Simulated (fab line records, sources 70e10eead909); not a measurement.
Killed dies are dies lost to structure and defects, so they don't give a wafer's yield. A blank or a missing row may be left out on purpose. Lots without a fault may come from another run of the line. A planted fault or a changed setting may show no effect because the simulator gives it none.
Chamber matching | flow nand_harc | NHARC_A_DECK1_JOINT_ETCHBACK_00 on rie_si-03: 4 sister chambers
The step etches the open film in HBr, target depth 30 nm, time 17.4 s. 8 wafers are shown with their chamber, then 8 later ones without.

WAFERS WITH THEIR CHAMBER
wafer  | chamber | drypump_motor_current_A (A) | oes_product_au (a.u.)
L077.3 | 1       | 6.2                         | 1.002
L080.3 | 3       | 5.9                         | 1.005
L083.3 | 2       | 6.0                         | 0.993
L083.6 | 2       | 6.0                         | 0.988
L085.3 | 0       | 5.2                         | 1.008
L085.5 | 1       | 6.2                         | 1.009
L085.6 | 0       | 5.1                         | 1.008
L088.2 | 3       | 5.9                         | 1.001

WAFERS WITHOUT THEIR CHAMBER
wafer  | drypump_motor_current_A (A) | oes_product_au (a.u.)
L088.3 | 6.2                         | 1.006
L088.5 | 6.2                         | 1.013
L092.2 | 5.2                         | 1.008
L092.4 | 6.2                         | 1.010
L092.5 | 5.2                         | 1.001
L094.1 | 5.2                         | 1.013
L094.2 | 6.0                         | 1.013
L094.4 | 5.9                         | 1.011

WHICH CHAMBER EACH WENT THROUGH
wafer  | from the rows above     | in truth
L088.3 | 1                       | 1
L088.5 | 1                       | 1
L092.2 | 0                       | 0
L092.4 | 1                       | 1
L092.5 | 0                       | 0
L094.1 | 0                       | 0
L094.2 | can't be placed: 3 or 1 | 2
L094.4 | 3                       | 3
Placed correctly: 7 of 8. Can't be placed from these rows: 1 (the true chamber is among the candidates in 0). Placed wrongly: 0.
How it was worked out, from the rows above alone: a wafer's distance from a chamber is the root of the sum, over the readings, of the square of ((its reading less the chamber's mean) divided by the reading's scatter). The wafer belongs to the nearest chamber; if the next one is less than 2 further off, it can't be placed. A chamber's mean is the mean of its shown wafers. The scatter: the root of (the sum of the squares of (reading less its chamber's mean) over the shown wafers, divided by (wafers less chambers)).
